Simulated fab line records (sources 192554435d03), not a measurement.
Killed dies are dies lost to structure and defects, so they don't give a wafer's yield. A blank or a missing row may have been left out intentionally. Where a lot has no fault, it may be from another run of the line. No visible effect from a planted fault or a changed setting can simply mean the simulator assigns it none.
Matching of chambers    flow n5Finfet    N5_FIN_CUT_CUT_ETCH_27 on rieDiel-04 has 3 sister chambers
The step etches SiO2 in CHF3/O2, target depth 4 nm, overetch 2 nm, time 4.9 s. 14 wafers are shown with their chamber, then 6 later ones without.

== WAFERS WITH THEIR CHAMBER ==
wafer   chamber  showerheadPlenumPTorr (Torr)  throttleValvePct (%)  rfVppV (V)
L075.2  2        2.39                          19.01                 521
L075.4  0        2.40                          19.08                 524
L075.6  1        2.52                          18.66                 533
L082.2  2        2.39                          19.04                 520
L082.4  1        2.52                          18.68                 534
L082.6  1        2.52                          18.67                 531
L086.2  1        2.51                          18.69                 534
L086.3  0        2.40                          19.11                 524
L086.6  2        2.39                          19.04                 520
L091.2  2        2.38                          19.05                 519
L091.5  2        2.38                          19.07                 518
L091.6  1        2.51                          18.71                 532
L095.3  2        2.38                          19.08                 520
L095.4  0        2.39                          19.13                 524

SIGNATURES, as means of the wafers listed above
reading                chamber 0  chamber 1  chamber 2  scatter within a chamber
showerheadPlenumPTorr  2.3967     2.5160     2.3850     0.00553
throttleValvePct       19.1067    18.6820    19.0483    0.023
rfVppV                 524.00     532.80     519.67     1.05
Rule: for a wafer and a chamber, the distance is found by dividing, reading by reading, the gap between the wafer's reading and the chamber's mean by the reading's scatter, squaring, summing and taking the root. The wafer belongs to the nearest chamber; if the next one is less than 2 further off, it can't be placed. The scatter: the root of (the sum of the squares of (reading less its chamber's mean) over the shown wafers, divided by (wafers less chambers)).

== WAFERS WITHOUT THEIR CHAMBER ==
wafer   showerheadPlenumPTorr (Torr)  throttleValvePct (%)  rfVppV (V)
L095.6  2.51                          18.69                 532
L096.1  2.38                          19.07                 520
L096.4  2.51                          18.73                 532
L096.5  2.51                          18.73                 531
L097.3  2.51                          18.73                 533
L097.5  2.39                          19.13                 525

== THE CHAMBER EACH PASSED THROUGH ==
wafer   from the rows above  in truth
L095.6  1                    1
L096.1  2                    2
L096.4  1                    1
L096.5  1                    1
L097.3  1                    1
L097.5  0                    0
Correct placement for 6 of the 6. Left unplaced by these rows: 0. Placed wrongly: 0.
